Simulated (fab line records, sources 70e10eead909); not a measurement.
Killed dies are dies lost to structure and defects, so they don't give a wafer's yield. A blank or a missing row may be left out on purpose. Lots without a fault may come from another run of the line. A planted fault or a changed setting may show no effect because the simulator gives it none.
fab line records | flow nand_harc | part 2 of 2: steps 5 to 6 of 6
record lots=24 wafers=72 last_day=34
route steps=1302 shown P_ZERO_WELL@17 P_GATE@131 P_M0@266
lots that met no fault: from a run of the same line without faults
start_h: hours from the record's first day to the start of the lot's first wafer shown | wait_h: hours since the lot's step before | " the same as in the row above | L1.1+2: a row that stands for several wafers | - no value, or no start given | * or withheld: withheld | < > ~ a bound
route shown NAME@n: a module of which the file shows steps, and the number in the route of the first | usual: mean/standard deviation of fault-free wafers | same: alike in all rows | chamber/n: place in a boat | sites: the reading at each site | _std_site: their standard deviation | _edge_site: outer sites' mean less inner sites' | radius_mm: how far each site lies from the wafer's centre | mask NAME#n: copy n | behind: the tool/chamber that last shaped the wafer | hold: why the lot was held/for how many hours/how that ended | device: the transistor (n, p or np) that didn't switch | end of line: the same wafers' tests at the end of the route | a step without rows: its recipe alone | killed: dies lost to structure and defects at the first sort, not the wafer's yield | map: a wafer's dies, x killed, . not, _ none there
set.NAME: the setting as run; set.NAME@STEP: as run at that earlier step | model.NAME: the simulator's own value behind a step, which no gauge read
steps of the route over a sample of lots; a table a step, a row a wafer
services: from which hour (start_h, from the record's first day; less than 0 if before it) a tool's chamber was out of use, for how many hours, and why
## steps
# step NHARC_P_GATE_RTA_80
# recipe temp_c=300 time_s=30
# usual lamp_power_pct=2.078/0.0035 lamp_zone_3_pct=2.078/0.0037 wafer_temp_C_max=301.3/0.51
# columns lot.wafer tool chamber start_h wait_h lamp_power_pct lamp_zone_3_pct wafer_temp_C_max
L074.1 rtp_anneal-01 0 123.07 - 2.082 2.079 300.7
L074.4 " 0 " " 2.080 2.079 301.1
L074.6 " 0 " " 2.078 2.080 300.6
L075.3 rtp_anneal-01 0 125.64 - 2.076 2.078 301.3
L075.5 " 0 " " 2.075 2.073 301.0
L075.6 " 0 " " 2.076 2.077 301.4
L076.3 rtp_anneal-01 0 135.19 - 2.074 2.075 301.2
L076.5 " 0 " " 2.074 2.077 300.8
L076.6 " 0 " " 2.074 2.079 300.8
L078.4 rtp_anneal-01 0 151.56 - 2.077 2.079 300.8
L078.5 " 0 " " 2.075 2.080 301.2
L078.6 " 0 " " 2.080 2.081 301.5
L077.2 rtp_anneal-02 0 151.78 - 2.082 2.081 302.5
L077.3 " 0 " " 2.080 2.082 302.3
L077.5 " 0 " " 2.081 2.083 301.9
L079.1 rtp_anneal-01 0 166.64 - 2.074 2.075 301.0
L079.2 " 0 " " 2.076 2.077 300.5
L079.4 " 0 " " 2.076 2.077 300.9
L080.1 rtp_anneal-02 0 178.02 - 2.081 2.080 301.4
L080.3 " 0 " " 2.081 2.084 301.7
L080.5 " 0 " " 2.080 2.081 301.7
L081.1 rtp_anneal-02 0 186.78 - 2.081 2.081 301.5
L081.2 " 0 " " 2.080 2.081 302.0
L081.3 " 0 " " 2.081 2.081 302.4
L082.1 rtp_anneal-01 0 197.59 - 2.080 2.076 300.8
L082.3 " 0 " " 2.075 2.076 300.6
L082.5 " 0 " " 2.072 2.077 300.9
L083.2 rtp_anneal-01 0 215.47 - 2.076 2.075 300.8
L083.5 " 0 " " 2.075 2.074 301.0
L083.6 " 0 " " 2.074 2.077 301.4
L084.3 rtp_anneal-01 0 221.93 - 2.074 2.075 301.4
L084.4 " 0 " " 2.077 2.078 301.2
L084.5 " 0 " " 2.076 2.077 300.6
L085.3 rtp_anneal-01 0 226.80 - 2.079 2.079 300.4
L085.4 " 0 " " 2.081 2.078 300.9
L085.5 " 0 " " 2.079 2.080 300.9
L086.2 rtp_anneal-02 0 231.65 - 2.083 2.084 301.5
L086.5 " 0 " " 2.084 2.086 302.7
L086.6 " 0 " " 2.088 2.084 302.2
L087.1 rtp_anneal-02 0 241.44 - 2.081 2.082 301.9
L087.2 " 0 " " 2.079 2.080 301.5
L087.4 " 0 " " 2.080 2.083 302.1
L089.2 rtp_anneal-02 0 259.47 - 2.085 2.086 302.4
L089.3 " 0 " " 2.086 2.086 302.3
L089.6 " 0 " " 2.086 2.086 302.0
L088.3 rtp_anneal-01 0 259.72 - 2.078 2.079 300.7
L088.4 " 0 " " 2.080 2.079 301.1
L088.6 " 0 " " 2.082 2.081 301.3
L090.1 rtp_anneal-01 0 279.54 - 2.076 2.076 301.1
L090.2 " 0 " " 2.078 2.075 301.3
L090.3 " 0 " " 2.076 2.076 301.1
L091.1 rtp_anneal-01 0 286.62 - 2.072 2.076 300.9
L091.2 " 0 " " 2.076 2.078 300.9
L091.3 " 0 " " 2.075 2.075 301.1
L092.1 rtp_anneal-01 0 293.54 - 2.077 2.073 301.2
L092.2 " 0 " " 2.075 2.075 301.4
L092.5 " 0 " " 2.077 2.077 301.1
L093.1 rtp_anneal-01 0 304.31 - 2.076 2.077 300.7
L093.2 " 0 " " 2.075 2.074 300.8
L093.5 " 0 " " 2.077 2.074 300.6
L094.1 rtp_anneal-01 0 322.31 - 2.077 2.076 300.8
L094.3 " 0 " " 2.073 2.077 300.9
L094.5 " 0 " " 2.074 2.074 300.7
L095.1 rtp_anneal-01 0 323.43 - 2.076 2.075 301.2
L095.2 " 0 " " 2.076 2.077 301.2
L095.3 " 0 " " 2.076 2.074 301.4
L096.1 rtp_anneal-01 0 333.76 - 2.080 2.072 301.0
L096.3 " 0 " " 2.077 2.075 301.2
L096.4 " 0 " " 2.078 2.075 301.2
L097.2 rtp_anneal-01 0 352.47 - 2.079 2.083 301.0
L097.5 " 0 " " 2.083 2.086 300.9
L097.6 " 0 " " 2.081 2.084 301.0
# step NHARC_P_M0_DESCUM_14
# recipe time_s=3 o2_flow_sccm=200 ar_flow_sccm=0 bias_power_w=0 chemistry=O2
# usual drypump_motor_current_A=5.6/0.4 oes_product_au=0.998/0.014 rf_vpp_V=57.9/0.8 showerhead_plenum_p_Torr=1.92/0.086 throttle_valve_pct=11.311/0.0089
# columns lot.wafer tool chamber start_h wait_h drypump_motor_current_A oes_product_au rf_hours_counter_h rf_vpp_V showerhead_plenum_p_Torr throttle_valve_pct
L074.1 rie_diel-07 2 129.72 0.1 5.5 0.975 0 57.0 1.92 11.289
L074.4 " 1 " " 5.7 0.986 0 58.5 2.06 11.327
L074.6 " 2 " " 5.5 0.983 - 58.5 1.92 11.306
L075.3 rie_diel-11 0 132.37 0.1 5.5 0.990 16 57.7 1.81 11.317
L075.6 " 0 " " 5.5 0.993 - 57.9 1.81 11.316
L075.5 " 1 " " 6.2 1.016 - 57.5 1.88 11.343
L076.3 rie_diel-07 0 141.83 0.1 4.7 0.974 2 57.9 1.93 11.296
L076.5 " 1 " " 5.7 0.978 - 58.2 2.06 11.308
L076.6 " 2 " " 5.5 0.979 - 57.9 1.92 11.307
L078.4 rie_diel-11 2 158.36 0.1 5.7 0.998 25 58.2 1.86 11.302
L078.5 " 2 " " 5.7 0.992 - 57.3 1.86 11.309
L078.6 " 3 " " 5.2 0.982 - 59.0 1.98 11.303
L077.3 rie_diel-11 3 158.71 0.1 5.2 0.980 24 59.0 1.98 11.305
L077.2 " 0 " " 5.6 0.988 24 57.1 1.81 11.310
L077.5 " 3 " " 5.1 0.981 - 58.6 1.98 11.306
L079.4 rie_diel-07 0 173.45 0.1 4.7 0.975 8 57.3 1.93 11.304
L079.2 " 1 " " 5.7 0.983 6 57.6 2.05 11.298
L079.1 " 3 " " 6.0 1.002 8 57.5 1.99 11.318
L080.1 rie_diel-07 1 184.80 0.1 5.7 0.989 8 58.1 2.05 11.318
L080.3 " 3 " " 6.0 1.002 11 57.6 1.99 11.305
L080.5 " 1 " " 5.7 0.983 - 58.6 2.05 11.312
L081.1 rie_diel-04 0 193.41 0.1 5.5 0.990 1 56.5 1.78 11.316
L081.2 " 2 " " 5.4 1.020 1 57.9 1.92 11.322
L081.3 " 3 " " 5.2 1.002 1 57.0 1.81 11.312
L082.1 rie_diel-11 1 204.70 0.1 6.2 1.028 40 57.0 1.87 11.300
L082.3 " 3 " " 5.2 0.989 37 58.4 1.98 11.307
L082.5 " 2 " " 5.7 0.995 - 57.8 1.85 11.319
L083.2 rie_diel-04 1 222.54 0.1 6.0 1.011 9 58.4 2.07 11.312
L083.5 " 3 " " 5.2 1.015 - 58.0 1.81 11.314
L083.6 " 2 " " 5.4 1.017 - 57.5 1.92 11.305
L084.4 rie_diel-11 2 228.52 0.1 5.7 0.988 53 57.9 1.85 11.319
L084.3 " 3 " " 5.2 0.997 46 57.7 1.98 11.299
L084.5 " 3 " " 5.2 1.002 - 58.4 1.98 11.313
L085.4 rie_diel-04 2 233.98 0.1 5.4 1.021 13 56.7 1.92 11.309
L085.3 " 3 " " 5.2 1.004 11 58.3 1.81 11.320
L085.5 " 2 " " 5.4 1.025 - 56.3 1.92 11.321
L086.2 rie_diel-07 0 238.71 0.1 4.7 0.985 19 57.6 1.93 11.309
L086.6 " 3 " " 6.0 0.989 - 56.4 1.99 11.319
L086.5 " 0 " " 4.7 0.988 - 56.8 1.93 11.322
L087.1 rie_diel-04 1 248.16 0.1 6.0 1.004 20 58.3 2.07 11.291
L087.2 " 3 " " 5.2 1.010 16 56.2 1.80 11.318
L087.4 " 0 " " 5.5 0.997 17 57.7 1.78 11.310
L089.2 rie_diel-11 3 265.95 0.1 5.1 1.000 0 58.4 1.97 11.300
L089.3 " 0 " " 5.5 1.009 0 59.4 1.80 11.319
L089.6 " 3 " " 5.1 0.996 - 57.1 1.97 11.307
L088.4 rie_diel-07 1 266.97 0.1 5.7 1.009 20 58.1 2.05 11.312
L088.3 " 3 " " 6.0 0.984 25 59.0 1.99 11.307
L088.6 " 2 " " 5.5 1.001 - 57.6 1.91 11.313
L090.1 rie_diel-07 3 286.19 0.1 6.0 0.983 29 58.9 1.98 11.312
L090.2 " 1 " " 5.7 1.007 23 59.2 2.05 11.319
L090.3 " 2 " " 5.5 0.995 27 58.3 1.91 11.312
L091.2 rie_diel-07 1 293.26 0.1 5.7 1.010 23 59.2 2.05 11.313
L091.3 " 2 " " 5.6 1.003 27 58.5 1.91 11.315
L091.1 " 3 " " 6.0 0.995 30 58.3 1.98 11.320
L092.2 rie_diel-04 1 300.18 0.1 6.0 0.992 39 58.4 2.06 11.320
L092.1 " 2 " " 5.4 1.015 34 57.6 1.91 11.314
L092.5 " 3 " " 5.2 1.001 - 57.8 1.80 11.310
L093.2 rie_diel-11 2 310.88 0.1 5.7 0.991 19 58.5 1.84 11.314
L093.1 " 3 " " 5.2 0.989 18 57.9 1.97 11.326
L093.5 " 1 " " 6.2 1.029 - 58.6 1.86 11.322
L094.1 rie_diel-11 0 328.70 0.1 5.5 0.999 20 56.4 1.79 11.301
L094.3 " 1 " " 6.2 1.021 20 57.3 1.86 11.308
L094.5 " 2 " " 5.7 0.989 - 58.0 1.84 11.329
L095.3 rie_diel-07 1 329.95 0.1 5.8 0.988 3 57.4 2.05 11.306
L095.1 " 2 " " 5.5 1.000 2 57.8 1.91 11.315
L095.2 " 3 " " 6.0 1.001 3 58.3 1.98 11.303
L096.4 rie_diel-07 2 340.27 0.1 5.5 0.996 3 58.1 1.91 11.310
L096.3 " 3 " " 6.0 1.002 4 57.6 1.98 11.320
L096.1 " 1 " " 5.7 0.992 4 59.3 2.05 11.303
L097.2 rie_diel-11 0 359.17 0.3 5.5 1.018 26 58.0 1.79 11.320
L097.5 " 2 " " 5.7 1.002 - 57.3 1.84 11.319
L097.6 " 3 " " 5.2 0.979 - 58.9 1.96 11.313
## services
# columns tool chamber start_h hours kind
rie_diel-04 - 1.88 9.0 pm
acl_dep-01 - 7.25 13.0 pm
rie_diel-11 3 37.56 2.5 repair
rie_diel-11 - 78.50 9.0 pm
rie_diel-04 1 80.76 2.7 repair
rie_diel-11 3 127.62 4.4 repair
rie_diel-04 3 131.36 13.5 repair
acl_dep-01 - 154.21 7.5 repair
rie_diel-11 1 170.61 4.4 repair
rie_diel-04 - 181.76 9.0 pm
rie_diel-11 3 189.25 6.5 repair
acl_dep-01 - 189.58 13.0 pm
rie_diel-04 2 210.59 2.9 repair
rie_diel-04 0 215.30 7.3 repair
rie_diel-11 - 228.29 0.2 repair
rie_diel-11 0 229.51 20.0 repair
rie_diel-11 2 243.32 2.4 repair
rie_diel-11 - 244.93 0.9 repair
rie_diel-11 - 255.50 9.0 pm
rie_diel-04 3 285.71 6.7 repair
rie_diel-11 2 321.18 1.8 repair
rie_diel-11 0 331.39 6.8 repair
rie_diel-04 2 351.08 3.3 repair
rie_diel-04 - 358.76 9.0 pm
